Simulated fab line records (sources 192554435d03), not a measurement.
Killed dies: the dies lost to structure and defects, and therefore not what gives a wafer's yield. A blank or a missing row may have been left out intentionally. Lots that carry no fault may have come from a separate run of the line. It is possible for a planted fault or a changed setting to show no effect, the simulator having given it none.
A struck lot beside a sound one ; flow n5 finfet ; 13 out of 1938 route steps
Sound: these wafers, L229.1, L229.2, L229.6. Struck: wafer L224.6 (L224.3, L224.5, from the same lot, were not struck and are left out); the cause is given at the end.
At each step with rows: each side's tool, then ch and its chambers, then its first start. Under that, the readings that differ: sound wafers ; struck wafers ; difference of the means ; sigmas: that difference in standard deviations of wafers without a fault.
alike: words and numbers the same on both sides, and readings whose means are apart by under 2 such deviations; not compared: readings that were withheld, readings missing a value for some wafer, numbers with overlapping values and no deviation given by the record, and bounds like >300 which may hide the same value.
Wherever a step has rows on one side only, a row that says differs or no value, or a row with sigmas, the two part there. Numbers that don't overlap but have no deviation are shown without sigmas and don't part them. A reading that every wafer of one side lacks parts them only if that side has two wafers or more.

first, 9 steps without rows for these wafers: N5_BEOL_M0_CUTY_DESCUM_61 (chemistry O2, time 7.9 s); N5_BEOL_M0_CUTY_ETCH_62 (etches SiARC in CF4, time 58.5 s); N5_BEOL_M0_CUTY_ETCH_63 (etches SOC in N2/H2, target depth 82.7 nm, overetch 16.5 nm, time 124 s); N5_BEOL_M0_CUTY_STRIP_64 (strips in N2/H2); N5_BEOL_M0_ETCH_138 (etches SiCN in CH3F/O2, target depth 12 nm, time 31.6 s); N5_BEOL_M0_HM_OPEN_105 (chemistry Cl2/BCl3, target TiN, target depth 12 nm); N5_BEOL_M0_STRIP_140 (strips in CF4); N5_BEOL_M0_STRIP_104 (strips in N2/H2); N5_BEOL_M0_WET_ETCH_106 (etches SiO2 in DHF, target depth 130 nm, rinse time 30 s).
N5_BEOL_M0_ETCH_128: etches SiCN in CF4/N2, target depth 12 nm, overetch 5.1 nm, time 21.4 s.
  sound on rie diel-01 ch 0,1,3, day 11 06:01; struck on rie diel-05 ch 3, day 9 08:23
reading;sound;struck;difference;sigmas
model.TiN_of_BEOL_M0_SAQP_HM_DEP_02.thk nm (nm);11.2 11 11;10.4;-0.7;
  alike: drypump motor current A, oes product au, rf vpp V, showerhead plenum p Torr, throttle valve pct
  not compared: rf hours counter h
N5_BEOL_M0_TRENCH_ETCH_107: etches SiOC in C4F6/O2, target depth 32.8 nm, time 16.4 s.
  sound on rie diel-01 ch 0,1,3, day 11 06:04; struck on rie diel-05 ch 3, day 9 08:26
reading;sound;struck;difference;sigmas
model.TiN_of_BEOL_M0_SAQP_HM_DEP_02.thk nm (nm);10 9.8 9.8;9;-1;
  alike: drypump motor current A, oes_o_777_au, oes product au, rf vpp V, showerhead plenum p Torr, throttle valve pct
  not compared: rf hours counter h
then, 1 step without rows for these wafers: N5_BEOL_M0_STRIP_142 (strips in N2/H2, time 10 s).
-- record jumps: 5 days separate the struck wafers' starts on either side; left off in module BEOL_M0, taken up again in module BEOL_M4, whose first shown step is the route's number 1111 --
N5_BEOL_M4_RC_MEAS_101:
  sound on prober-01 ch 0, day 14 17:59; struck on prober-01 ch 0, day 13 20:49
  alike: DIBL_N, DIBL_P, IOFF_N, IOFF_P, ION_N, ION_P, SS_N, SS_P, VT_N, VT_P

## WHERE THEY PART
Nowhere in this record.

WHY: what had been put in by the simulator
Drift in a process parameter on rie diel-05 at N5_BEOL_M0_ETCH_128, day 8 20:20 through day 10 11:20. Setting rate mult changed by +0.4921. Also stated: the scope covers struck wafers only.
